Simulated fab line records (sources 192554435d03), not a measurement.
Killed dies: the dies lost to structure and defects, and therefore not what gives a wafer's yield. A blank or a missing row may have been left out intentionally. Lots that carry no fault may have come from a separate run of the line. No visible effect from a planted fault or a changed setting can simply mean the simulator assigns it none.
fab line records	flow n5-finfet
record: lots: 6	wafers: 18	last-day: 17
route steps=1938 shown BEOL_M12@1604 PASSIVATION@1936
lots with no fault: from the same line, run without faults
start-h: the number of hours between the record's first day and the start of the first shown wafer of the lot	wait-h: how many hours have passed since the lot's step before this one	" the same as in the row above	L1.1+2: one row covering several wafers at once	- no value present, or no start provided	* or withheld: withheld	< > ~ a bound
route shown NAME@n: NAME is a module with steps in the file, n the number in the route of the first one	usual: average and standard deviation across the fault-free wafers	same: alike in all rows	chamber/n: place in a boat	sites: readings site by site	_std_site: standard deviation of those values	_edge_site: the outer-site mean with the inner-site mean subtracted	radius-mm: for every site, how far away it sits from the centre of the wafer	mask NAME#n: copy n	behind: the last tool/chamber to shape the wafer	hold: why the lot was held/for how many hours/how that ended	device: whichever transistor did not switch (one of n, p or np)	end of line: at the end of the route, the tests of the same wafers	a step with no rows: only its recipe	killed: dies that structure and defects cost at the first sort, which is not the same as the wafer's yield	map: a wafer's dies, x killed, . not, _ none there
set.NAME: setting as actually run; set.NAME@STEP: the setting as run at that earlier step	model.NAME: the simulator's own value behind a step, which no gauge read
lots at some steps of the route; a table a step, a row a wafer
services: a tool's chamber out of use, with start hour (start-h, from the record's first day; less than 0 if before it), hours out, and reason
== steps ==
step: N5_BEOL_M12_COAT_58
recipe: resist: BARC	temp-c: 205	time-s: 60	spin-rpm: 1500	resist-thk-nm: 89
step: N5_BEOL_M12_COAT_04
recipe: spin-rpm: 1625	resist-thk-nm: 400
step: N5_BEOL_M12_EBR_06
recipe: solvent: PGMEA	ebr-width-mm: 1.5
step: N5_BEOL_M12_SOFTBAKE_05
recipe: temp-c: 130	time-s: 60
step: N5_BEOL_M12_EXPOSE_07
recipe: mask-id: V11	na: 0.93	source-shape: conventional	sigma-outer: 0.6	polarization: unpolarized	attpsm-phase-deg: 180	dose-mj: 32.5
step: N5_BEOL_M12_PEB_08
recipe: peb-temp-c: 130	peb-time-s: 90
step: N5_BEOL_M12_DEVELOP_09
recipe: develop-time-s: 45	rinse-liquid: diw	dry: air-spin	dev-temp-c: 21
step: N5_BEOL_M12_HARDBAKE_14
recipe: temp-c: 130	time-s: 120
step: N5_BEOL_M12_CD_MEAS_10
recipe: target-cd-nm: 140	landing-energy-ev: 500	detector: se-inlens	polarity: opening
usual: cd-nm: 140.2/1.9
lot.wafer	tool	chamber	start-h	wait-h	cd-nm
L837.1	cd-sem-03	0	255.57	-	138.5
L837.2	"	0	"	"	142.0
L837.4	"	0	"	"	141.1
L841.2	cd-sem-03	0	287.64	-	137.7
L841.3	"	0	"	"	136.2
L841.5	"	0	"	"	136.3
L843.1	cd-sem-02	0	304.37	-	138.2
L843.4	"	0	"	"	140.9
L843.5	"	0	"	"	137.8
L844.1	cd-sem-02	0	304.68	-	139.9
L844.3	"	0	"	"	141.6
L844.4	"	0	"	"	141.7
L856.1	cd-sem-02	0	365.58	-	138.5
L856.3	"	0	"	"	139.9
L856.5	"	0	"	"	139.9
L854.2	cd-sem-02	0	368.95	-	140.5
L854.3	"	0	"	"	139.1
L854.5	"	0	"	"	142.3
step: N5_BEOL_M12_OVL_MEAS_11
recipe: points-per-wafer: 44
usual: V11_OVL: -2/5.7
lot.wafer	tool	chamber	start-h	wait-h	V11_OVL[nm]
L837.1	overlay-02	0	255.60	0.0	-3
L837.2	"	0	"	"	-2
L837.4	"	0	"	"	3
L841.2	overlay-02	0	287.67	0.0	2
L841.3	"	0	"	"	0
L841.5	"	0	"	"	0
L843.1	overlay-02	0	304.40	0.0	3
L843.4	"	0	"	"	5
L843.5	"	0	"	"	-2
L844.1	overlay-02	0	304.71	0.0	1
L844.3	"	0	"	"	4
L844.4	"	0	"	"	-2
L856.1	overlay-01	0	365.61	0.0	5
L856.3	"	0	"	"	4
L856.5	"	0	"	"	0
L854.2	overlay-02	0	368.98	0.0	-4
L854.3	"	0	"	"	-7
L854.5	"	0	"	"	-5
step: N5_BEOL_M12_INSPECT_12
recipe: mode: adi	inspect-instrument: macro
usual: raw-defect-count: 2.1/1.4
lot.wafer	tool	chamber	start-h	wait-h	raw-defect-count
L837.1	defect-inspect-01	-	255.62	0.0	1
L837.2	"	-	"	"	3
L837.4	"	-	"	"	1
L841.2	defect-inspect-01	-	287.70	0.0	1
L841.3	"	-	"	"	3
L841.5	"	-	"	"	1
L843.1	defect-inspect-01	-	304.42	0.0	2
L843.4	"	-	"	"	3
L843.5	"	-	"	"	2
L844.1	defect-inspect-01	-	304.74	0.0	0
L844.3	"	-	"	"	1
L844.4	"	-	"	"	4
L856.1	defect-inspect-01	-	365.63	0.0	1
L856.3	"	-	"	"	2
L856.5	"	-	"	"	2
L854.2	defect-inspect-02	-	369.00	0.0	2
L854.3	"	-	"	"	3
L854.5	"	-	"	"	4
step: N5_BEOL_M12_DESCUM_15
recipe: chemistry: O2	time-s: 7.9	source-power-w: 50	bias-power-w: 20	pressure-mtorr: 20	rf-frequency-hz: 2.712e+07	temp-c: 40	o2-flow-sccm: 225
usual: drypump-motor-current-A: 5.5/0.52	o2-flow-sccm: 225.0/0.7	oes-product-au: 0.79/0.089	rf-fwd-power-W: 49.36/0.22	rf-vpp-V: 243.3/1.6	showerhead-plenum-p-Torr: 2.11/0.091	throttle-valve-pct: 20.44/0.19
lot.wafer	tool	chamber	start-h	wait-h	drypump-motor-current-A	o2-flow-sccm	oes-product-au	rf-fwd-power-W	rf-hours-counter-h	rf-vpp-V	showerhead-plenum-p-Torr	throttle-valve-pct
L837.1	rie-diel-01	1	255.66	0.0	5.1	224.2	0.68	49.40	249	241.5	1.97	20.59
L837.2	"	2	"	"	5.0	224.6	0.92	49.59	28	245.3	2.24	20.51
L837.4	"	3	"	"	5.9	225.0	0.74	49.74	155	243.3	2.10	20.65
L841.2	rie-diel-01	0	287.73	0.0	5.7	225.0	0.77	49.14	130	242.5	2.02	20.26
L841.3	"	3	"	"	5.9	224.8	0.72	49.47	167	243.4	2.09	20.68
L841.5	"	2	"	"	5.0	224.5	0.91	49.32	-	244.5	2.24	20.52
L843.1	rie-diel-01	0	304.46	0.0	5.7	225.5	0.78	49.30	136	240.7	2.02	20.28
L843.4	"	3	"	"	5.9	224.9	0.73	49.45	173	242.6	2.09	20.68
L843.5	"	1	"	"	5.1	224.1	0.95	49.33	-	244.6	2.23	20.23
L844.1	rie-diel-01	2	304.77	0.0	5.0	223.9	0.90	49.61	45	244.8	2.23	20.56
L844.3	"	3	"	"	5.9	224.2	0.72	49.53	173	242.3	2.09	20.67
L844.4	"	0	"	"	5.7	226.9	0.77	49.22	136	243.1	2.02	20.28
L856.1	rie-diel-03	0	365.66	0.0	5.1	224.3	0.80	48.85	117	245.1	2.20	20.38
L856.3	"	2	"	"	6.2	224.5	0.69	49.30	243	243.5	2.05	20.48
L856.5	"	2	"	"	6.2	223.9	0.68	49.17	-	243.4	2.05	20.48
L854.2	rie-diel-04	2	369.04	0.0	5.7	224.3	0.74	49.30	177	242.5	2.00	20.52
L854.3	"	3	"	"	5.4	225.3	0.87	48.99	67	243.1	2.12	20.22
L854.5	"	3	"	"	5.4	224.2	0.86	49.15	-	241.8	2.12	20.24
step: N5_BEOL_M12_ETCH_59
recipe: chemistry: N2/H2	target: BARC	target-depth-a: 890	overetch-a: 267	time-s: 67.9	ion-energy-ev: 200	pressure-mtorr: 30	source-w: 840	bias-w: 150	n2-flow-sccm: 200	h2-flow-sccm: 200
usual: drypump-motor-current-A: 5.5/0.52	oes-product-au: 0.67/0.071	rf-fwd-power-W: 832/3.1	rf-vpp-V: 524.3/3	showerhead-plenum-p-Torr: 2.56/0.11	throttle-valve-pct: 17.87/0.19
lot.wafer	tool	chamber	start-h	wait-h	drypump-motor-current-A	oes-product-au	rf-fwd-power-W	rf-hours-counter-h	rf-vpp-V	showerhead-plenum-p-Torr	throttle-valve-pct	model.coat_of_BEOL_M12_COAT_04.thk-nm
L837.1	rie-diel-01	1	255.69	0.0	5.1	0.59	836	249	520.1	2.42	18.24	316.6
L837.2	"	2	"	"	5.0	0.78	833	28	528.5	2.69	17.74	317.6
L837.4	"	3	"	"	5.9	0.64	836	155	523.8	2.54	18.12	318.6
L841.2	rie-diel-01	0	287.77	0.0	5.7	0.66	834	130	523.1	2.45	17.69	318
L841.3	"	3	"	"	5.9	0.64	836	167	523.0	2.53	18.14	320.2
L841.5	"	2	"	"	5.0	0.76	831	-	528.6	2.68	17.75	315
L843.1	rie-diel-01	0	304.49	0.0	5.7	0.66	833	136	518.5	2.44	17.70	319
L843.4	"	3	"	"	5.9	0.63	837	173	523.3	2.53	18.13	285.8
L843.5	"	1	"	"	5.1	0.80	833	-	527.8	2.73	17.81	315
L844.1	rie-diel-01	2	304.80	0.0	5.0	0.76	836	45	526.5	2.68	17.76	315.8
L844.3	"	3	"	"	5.9	0.63	835	173	524.5	2.53	18.16	319.4
L844.4	"	0	"	"	5.7	0.66	829	136	522.9	2.44	17.71	283.8
L856.1	rie-diel-03	0	365.70	0.0	5.1	0.69	825	117	526.0	2.68	17.80	315.4
L856.3	"	2	"	"	6.2	0.58	833	243	523.2	2.49	17.95	318.2
L856.5	"	2	"	"	6.2	0.59	833	-	523.2	2.49	17.96	318.2
L854.2	rie-diel-04	2	369.07	0.0	5.7	0.64	834	177	520.4	2.43	18.02	317.2
L854.3	"	3	"	"	5.4	0.73	832	67	524.8	2.57	17.60	314
L854.5	"	3	"	"	5.4	0.74	832	-	525.2	2.57	17.60	314.2
step: N5_BEOL_M12_VIA_ETCH_16
recipe: chemistry: C4F8/O2/Ar	target: SiOC	pressure-mtorr: 30	source-w: 3000	bias-w: 700	Ar_flow_sccm: 400	C4F8_flow_sccm: 15	O2_flow_sccm: 8	he-inner-torr: 15	he-outer-torr: 30	target-depth-a: 7248	time-s: withheld	ion-energy-ev: 250	ends: cleared
usual: O2_flow_sccm: 8.002/0.024	drypump-motor-current-A: 5.5/0.52	oes-product-au: 0.71/0.08	rf-fwd-power-W: 2990/8.8	rf-vpp-V: 666/3.9	showerhead-plenum-p-Torr: 3.43/0.13	throttle-valve-pct: 24.17/0.17
lot.wafer	tool	chamber	start-h	wait-h	O2_flow_sccm	drypump-motor-current-A	oes-product-au	rf-fwd-power-W	rf-vpp-V	showerhead-plenum-p-Torr	throttle-valve-pct	model.coat_of_BEOL_M12_COAT_04.thk-nm
L837.1	rie-diel-01	1	255.74	0.0	8.008	5.1	0.62	2978	661	3.25	24.45	124.6
L837.2	"	2	"	"	8.000	5.0	0.83	2990	671	3.59	24.10	124.4
L837.4	"	3	"	"	7.996	5.9	0.67	2988	665	3.40	24.34	120.8
L841.2	rie-diel-01	0	287.82	0.0	8.018	5.7	0.70	2981	661	3.29	23.97	124
L841.3	"	3	"	"	8.008	5.9	0.66	2985	665	3.40	24.34	127.4
L841.5	"	2	"	"	7.964	5.0	0.82	2993	671	3.58	24.11	117
L843.1	rie-diel-01	0	304.54	0.0	7.982	5.7	0.69	2979	662	3.29	23.96	127.4
L843.4	"	3	"	"	8.024	5.9	0.65	3002	665	3.39	24.34	90
L843.5	"	1	"	"	8.015	5.1	0.85	2980	672	3.64	24.15	118.2
L844.1	rie-diel-01	2	304.86	0.0	8.001	5.0	0.81	2978	670	3.58	24.12	124
L844.3	"	3	"	"	7.985	5.9	0.66	3002	665	3.39	24.36	125.4
L844.4	"	0	"	"	7.985	5.7	0.69	2992	662	3.29	23.98	89
L856.1	rie-diel-03	0	365.75	0.0	8.010	5.1	0.72	2997	670	3.59	24.16	120.6
L856.3	"	2	"	"	8.008	6.2	0.62	2982	665	3.39	24.42	122.6
L856.5	"	2	"	"	7.990	6.2	0.62	2984	665	3.39	24.44	118.4
L854.2	rie-diel-04	2	369.12	0.0	7.991	5.7	0.67	2991	662	3.28	24.27	121.4
L854.3	"	3	"	"	8.015	5.4	0.77	2995	667	3.47	24.07	123.6
L854.5	"	3	"	"	8.024	5.4	0.78	2981	668	3.47	24.07	118.4
step: N5_BEOL_M12_STRIP_63
recipe: chemistry: N2/H2	power-w: 1000	temp-c: 250	h2-frac: 0.65	overash-fraction: 0.3	pressure-mtorr: 1000	n2-flow-sccm: 1750	h2-flow-sccm: 3250
usual: drypump-motor-current-A: 5.7/0.71	heater-power-w: 305/22	oes-product-au: 0.693/0.0045	strip-time-to-endpoint-s: 42.4/0.91
lot.wafer	tool	chamber	start-h	wait-h	drypump-motor-current-A	heater-power-w	oes-product-au	rf-hours-counter-h	strip-time-to-endpoint-s
L837.1	plasma-asher-02	0	255.94	-	4.9	284	0.693	109	42.9
L837.2	"	1	"	"	6.4	305	0.692	109	42.8
L837.4	"	0	"	"	4.9	282	0.693	-	41.9
L841.2	plasma-asher-01	0	288.02	-	5.3	307	0.696	82	42.7
L841.3	"	1	"	"	6.3	347	0.697	-	43.7
L841.5	"	1	"	"	6.3	347	0.685	-	40.9
L843.1	plasma-asher-02	1	304.99	-	6.4	311	0.699	120	43.6
L843.4	"	1	"	"	6.5	308	0.686	-	33.4
L843.5	"	0	"	"	4.9	286	0.691	-	41.2
L844.1	plasma-asher-02	1	305.11	-	6.4	311	0.698	120	42.8
L844.3	"	0	"	"	4.9	288	0.686	-	43.1
L844.4	"	1	"	"	6.4	304	0.686	-	33.1
L856.1	plasma-asher-02	0	365.95	-	4.9	283	0.693	133	41.8
L856.3	"	0	"	"	4.9	280	0.691	-	42.4
L856.5	"	1	"	"	6.4	313	0.693	-	41.2
L854.2	plasma-asher-01	1	369.32	-	6.3	345	0.697	96	42.0
L854.3	"	1	"	"	6.3	343	0.696	-	42.6
L854.5	"	0	"	"	5.2	305	0.691	-	41.2
step: N5_BEOL_M12_STRIP_64
recipe: chemistry: N2/H2	power-w: 1000	temp-c: 250	h2-frac: 0.65	overash-fraction: 0.3	pressure-mtorr: withheld	n2-flow-sccm: 1750	h2-flow-sccm: 3250
usual: drypump-motor-current-A: 5.7/0.71	heater-power-w: 304/23	oes-product-au: 0.715/0.0043	strip-time-to-endpoint-s: 31.30/0.064
lot.wafer	tool	chamber	start-h	wait-h	drypump-motor-current-A	heater-power-w	oes-product-au	rf-hours-counter-h	strip-time-to-endpoint-s
L837.1	plasma-asher-02	0	256.00	0.0	4.9	278	0.716	110	31.30
L837.2	"	1	"	"	6.4	315	0.713	110	31.23
L837.4	"	0	"	"	4.9	280	0.718	-	31.41
L841.2	plasma-asher-01	0	288.08	0.0	5.2	300	0.714	82	31.35
L841.3	"	1	"	"	6.3	354	0.713	-	31.39
L841.5	"	1	"	"	6.3	333	0.714	-	31.30
L843.1	plasma-asher-02	1	305.05	0.0	6.4	309	0.724	120	31.33
L843.4	"	1	"	"	6.4	316	0.722	-	31.27
L843.5	"	0	"	"	4.9	277	0.713	-	31.34
L844.1	plasma-asher-02	1	305.17	0.0	6.4	308	0.704	120	31.29
L844.3	"	0	"	"	4.9	286	0.714	-	31.41
L844.4	"	1	"	"	6.4	310	0.711	-	31.29
L856.1	plasma-asher-02	0	366.01	0.0	4.9	287	0.708	133	31.30
L856.3	"	0	"	"	4.9	279	0.713	-	31.32
L856.5	"	1	"	"	6.4	313	0.719	-	31.30
L854.2	plasma-asher-01	1	369.38	0.0	6.3	343	0.715	96	31.28
L854.3	"	1	"	"	6.3	335	0.717	-	31.26
L854.5	"	0	"	"	5.2	303	0.724	-	31.23
step: N5_BEOL_M12_STRIP_71
recipe: chemistry: post-etch-residue-remover	time-s: 60	temp-c: 25	remover-ph: withheld	remover-water-wt-pct: withheld	remover-fluoride-wt-pct: withheld
step: N5_BEOL_M12_SRD_72
recipe: time-s: 30	temp-c: 23	rinse-liquid: diw	dry: n2-spin	spin-rpm: 1500	dry-time-s: 30
step: N5_BEOL_M12_CD_MEAS_17
recipe: target-cd-nm: 140	polarity: opening
usual: cd-nm: 140.4/2.2
lot.wafer	tool	chamber	start-h	wait-h	cd-nm
L837.1	cd-sem-03	-	256.15	0.0	137.9
L837.2	"	-	"	"	142.7
L837.4	"	-	"	"	141.1
L841.2	cd-sem-01	-	288.22	0.0	137.2
L841.3	"	-	"	"	135.9
L841.5	"	-	"	"	136.6
L843.1	cd-sem-03	-	305.19	0.0	137.7
L843.4	"	-	"	"	147.5
L843.5	"	-	"	"	136.9
L844.1	cd-sem-03	-	305.31	0.0	141.2
L844.3	"	-	"	"	140.4
L844.4	"	-	"	"	146.8
L856.1	cd-sem-02	-	366.16	0.0	138.7
L856.3	"	-	"	"	138.1
L856.5	"	-	"	"	138.5
L854.2	cd-sem-01	-	369.53	0.0	140.4
L854.3	"	-	"	"	140.7
L854.5	"	-	"	"	144.2
step: N5_BEOL_M12_COAT_65
recipe: resist: SOC	temp-c: 250	time-s: 60	spin-rpm: 1500	resist-thk-nm: 300
step: N5_PASSIVATION_PROBE_49
usual: defect-limited-yield: 91.7/1.2	killed_at_M0_to_M3: 33/9.5	killed_at_M4_up: 13/4.9	killed-at-contacts: 13/6.6	killed-at-front-end: 36/11	killed-at-other: 3.0/2.6	killed-dies: 97/14	killed-open: 65/11	killed-short: 31/6.6	sort_bin_5_function: 4.8/0.82	sort_bin_6_memory: 3.1/0.58	sort-n-pass: 1083/14	sort-yield-pct: 91.7/1.2
same: gross-dies: 1180	killed-at-back-side: 0	sort_bin_4_leakage[%]: 0	sort_bin_8_speed[%]: 0
lot.wafer	tool	chamber	start-h	wait-h	defect-limited-yield[%]	killed_at_M0_to_M3	killed_at_M4_up	killed-at-contacts	killed-at-front-end	killed-at-other	killed-dies	killed-open	killed-short	sort_bin_5_function[%]	sort_bin_6_memory[%]	sort-n-pass	sort-yield-pct[%]
L854.2	prober-02	-	415.31	0.1	91.5	42	11	20	25	2	100	66	30	5.1	3.2	1080	91.5
L854.3	prober-02	-	415.36	0.1	93.1	22	12	10	37	1	82	52	30	4.2	2.5	1098	93.1
L854.5	prober-02	-	415.46	0.2	91.6	30	12	15	36	6	99	72	26	4.4	3.6	1081	91.6
killed by level:class
L854.2 MOL_CONTACT_COAG:geometric-particle:open=18 BEOL_M2:geometric-particle:open=14 BEOL_M1:geometric-particle:open=8 DUMMY_GATE:geometric-particle:open=6 STI_FIN_REVEAL:geometric-particle:open=5 BEOL_M2:geometric-particle:short=5 DUMMY_GATE:geometric-particle:short=4 BEOL_M0:geometric-particle:short=4
L854.3 STI_FIN_REVEAL:geometric-particle:open=7 MOL_CONTACT_COAG:geometric-particle:open=7 BEOL_M1:geometric-particle:open=6 BEOL_M2:geometric-particle:open=6 FIN_SAQP:geometric-particle:short=5 FIN_SAQP:geometric-particle:open=5 BEOL_M4:geometric-particle:open=3 STI_FIN_REVEAL:geometric-particle:short=3
L854.5 MOL_CONTACT_COAG:geometric-particle:open=13 DUMMY_GATE:geometric-particle:open=12 BEOL_M1:geometric-particle:open=10 BEOL_M4:geometric-particle:open=7 FIN_SAQP:geometric-particle:short=6 BEOL_M3:geometric-particle:open=6 BEOL_M2:geometric-particle:open=5 FIN_SAQP:geometric-particle:open=4
== services ==
tool	chamber	start-h	hours	kind
rie-diel-04	1	244.41	8.5	repair
rie-diel-03	-	245.05	0.2	repair
rie-diel-01	1	257.18	-	clean
rie-diel-01	1	257.18	-	consumable-replace:focus-ring
rie-diel-01	1	257.18	-	consumable-replace:showerhead
rie-diel-01	1	257.18	13.3	scheduled-down
rie-diel-01	1	257.18	13.3	vent-cycle
plasma-asher-01	-	273.31	0.4	repair
plasma-asher-02	-	284.54	2.8	pm
plasma-asher-01	-	294.33	2.8	pm
plasma-asher-01	-	300.80	5.8	repair
rie-diel-04	2	301.40	10.4	repair
rie-diel-04	0	305.53	5.1	repair
rie-diel-01	3	348.02	13.9	repair
rie-diel-04	1	359.79	-	clean
rie-diel-04	1	359.79	-	consumable-replace:focus-ring
rie-diel-04	1	359.79	16.8	scheduled-down
rie-diel-04	1	359.79	16.8	vent-cycle
rie-diel-03	1	366.23	4.5	repair
== key ==
first-sign: step: N5_BEOL_M12_STRIP_63	reading: strip-time-to-endpoint-s	direction: down	sigmas: 10	usual: *	struck: *
effect: step: N5_BEOL_M12_CD_MEAS_17	reading: cd-nm	direction: up	sigmas: 3.1	usual: 140.4	struck: 147.1
model-effect: step: N5_BEOL_M12_ETCH_59	value: coat_of_BEOL_M12_COAT_04.thk-nm	without: 318.9	struck: 284.8
model-effect: step: N5_BEOL_M12_VIA_ETCH_16	value: coat_of_BEOL_M12_COAT_04.thk-nm	without: 123.6	struck: 89.5
met-at N5_BEOL_M12_ETCH_59
struck-wafers L843.4,L844.4
onset-between 287.77 304.49
fault: kind: process-parameter-drift	tool: rie-diel-01	chamber: -	onset-h: 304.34	steps: N5_BEOL_M12_ETCH_59	channel: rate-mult	offset: 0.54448	shape: step	end-h: 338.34	scope: struck-wafers-only
